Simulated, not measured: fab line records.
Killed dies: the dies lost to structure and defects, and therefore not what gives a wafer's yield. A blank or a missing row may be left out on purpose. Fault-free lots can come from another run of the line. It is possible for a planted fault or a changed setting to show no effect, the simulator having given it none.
Split-lot experiment | flow n5 finfet | 7 lots, 21 wafers read, on a route of 1938 steps

ON THE SPLIT
At N5_PASSIVATION_PECVD_35 (deposits SiNx from SiH4/NH3/N2, target thk 700 nm, time 151.3 s), the setting time s was moved away from the recipe's 151.3 s on 7 of the 21 wafers read, by -12.2% to +12.8%. This setting was run at the recipe's value on the other wafers.

The reading is taken at the split's own step.

THE READING
SiNx_of_PASSIVATION_PECVD_35.thk nm (the simulator's own value, which no gauge read), in nm, at N5_PASSIVATION_PECVD_35 (deposits SiNx from SiH4/NH3/N2, target thk 700 nm, time 151.3 s). The file gives no usual value for it. Across the 14 wafers here that went through the recipe, the average is 702.0 nm and the standard deviation 8.1 nm.

wafer  | tool, chamber at the split | time s as run, s | against the recipe | SiNx_of_PASSIVATION_PECVD_35.thk nm, nm | against lot-mates on the recipe
L076.1 | pecvd-02, 1                | 151.3            | recipe             | 706.4                                   | -
L076.2 | pecvd-02, 0                | 151.3            | recipe             | 703                                     | -
L076.5 | pecvd-02, 1                | 137.8            | -8.9%              | 653.6                                   | -51.1
L080.1 | pecvd-02, 2                | 170.7            | +12.8%             | 787.6                                   | +83.2
L080.3 | pecvd-02, 1                | 170.7            | +12.8%             | 785.4                                   | +81.0
L080.6 | pecvd-02, 1                | 151.3            | recipe             | 704.4                                   | -
L089.3 | pecvd-02, 1                | 151.3            | recipe             | 693                                     | -
L089.4 | pecvd-02, 1                | 132.8            | -12.2%             | 621.8                                   | -71.2
L089.5 | pecvd-02, 2                | 132.8            | -12.2%             | 621                                     | -72.0
L094.1 | pecvd-02, 2                | 139              | -8.1%              | 645.2                                   | -52.4
L094.2 | pecvd-02, 1                | 151.3            | recipe             | 697.6                                   | -
L094.5 | pecvd-02, 1                | 139              | -8.1%              | 654.4                                   | -43.2
L091.2 | pecvd-03, 0                | 151.3            | recipe             | 693.4                                   | -
L091.4 | pecvd-03, 2                | 151.3            | recipe             | 698                                     | -
L091.6 | pecvd-03, 0                | 151.3            | recipe             | 707.2                                   | -
L095.2 | pecvd-01, 0                | 151.3            | recipe             | 690.6                                   | -
L095.3 | pecvd-01, 2                | 151.3            | recipe             | 694.2                                   | -
L095.6 | pecvd-01, 0                | 151.3            | recipe             | 711.8                                   | -
L096.2 | pecvd-02, 1                | 151.3            | recipe             | 700.4                                   | -
L096.4 | pecvd-02, 2                | 151.3            | recipe             | 708.2                                   | -
L096.6 | pecvd-02, 0                | 151.3            | recipe             | 720.4                                   | -

FIT RESULTS
A straight line over all 21 wafers: SiNx_of_PASSIVATION_PECVD_35.thk nm changes by +6.47 nm for each +1% of time s; r = +0.98; the points scatter about the line by 7.4 nm.
The same after taking each lot's own level away (the mean of its wafers on the recipe; 21 wafers): +6.09 nm for each +1%; r = +0.99; scatter 5.9 nm.
On that fit, the largest move of time s shifts the reading by 78 nm.
The lots' own levels span 693.00 to 709.67 nm, that is 2.1 times the standard deviation above.
So the lot-to-lot level changes the slope little: the two slopes agree.
Check: for one of the wafers moved furthest among these (+12.8%), held out of the fit, the line's prediction against its lot-mates is +77.4 nm. It came out at +83.2 nm against them.

THE WHOLE CHAIN: every reading that the file lists as answering this split, in the file's order
step                    | what it does                                                    | reading                                                                              | change (the file's fit)                                                           | r (the file's)
N5_PASSIVATION_PECVD_35 | deposits SiNx from SiH4/NH3/N2, target thk 700 nm, time 151.3 s | SiNx_of_PASSIVATION_PECVD_35.thk nm (the simulator's own value, which no gauge read) | +6.03 nm for each +1% of the setting                                              | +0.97
N5_PASSIVATION_PROBE_49 |                                                                 | killed at other                                                                      | not straight: 5.5 at the lowest setting, 23.4 at the recipe, 906.5 at the highest | not given

THE FILE'S OWN FIT
SiNx_of_PASSIVATION_PECVD_35.thk nm changes by +6.03 nm for each +1% of time s, r = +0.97.
